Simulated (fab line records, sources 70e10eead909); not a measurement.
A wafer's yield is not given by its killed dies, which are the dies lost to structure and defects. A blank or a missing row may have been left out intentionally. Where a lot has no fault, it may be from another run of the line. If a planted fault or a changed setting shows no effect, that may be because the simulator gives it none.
Chamber matching -- flow nand harc -- NHARC_THIN_TSV_DESCUM_14 on rie diel-04 has 4 sister chambers
The step chemistry O2, time 3 s. 8 wafers are shown with their chamber, then 8 later ones without.

WAFERS, EACH WITH ITS CHAMBER
wafer,chamber,showerhead plenum p Torr (Torr),drypump motor current A (A)
L940.2,0,2.02,5.9
L940.6,3,1.78,6.3
L953.1,0,2.02,5.9
L953.6,2,1.78,5.7
L952.1,1,1.86,5.1
L952.3,3,1.78,6.4
L952.4,2,1.78,5.7
L958.2,1,1.85,5.1

WAFERS WITH NO CHAMBER GIVEN
wafer,showerhead plenum p Torr (Torr),drypump motor current A (A)
L958.3,1.78,5.7
L958.6,1.85,5.1
L959.2,1.78,5.7
L959.3,1.85,5.1
L959.5,2.02,5.9
L961.1,1.85,5.1
L961.2,1.78,6.4
L961.4,2.02,5.9

CHAMBER TAKEN BY EACH
wafer,from the rows above,in truth
L958.3,2,2
L958.6,1,1
L959.2,2,2
L959.3,1,1
L959.5,0,0
L961.1,1,1
L961.2,3,3
L961.4,0,0
Placed correctly: 8 of 8. Not placeable from these rows: 0. Placed wrongly: 0.
How it was worked out, from the rows above alone: a wafer's distance from a chamber is the root of the sum, over the readings, of the square of ((its reading less the chamber's mean) divided by the reading's scatter). If the next closest chamber is less than 2 further off than the closest, the wafer can't be placed; otherwise it belongs to the closest. The mean given for a chamber averages the wafers shown for that chamber. How the scatter is found: for the shown wafers, subtract from each reading the mean of its chamber, square and add these, divide the total by (wafers less chambers), then take the root.
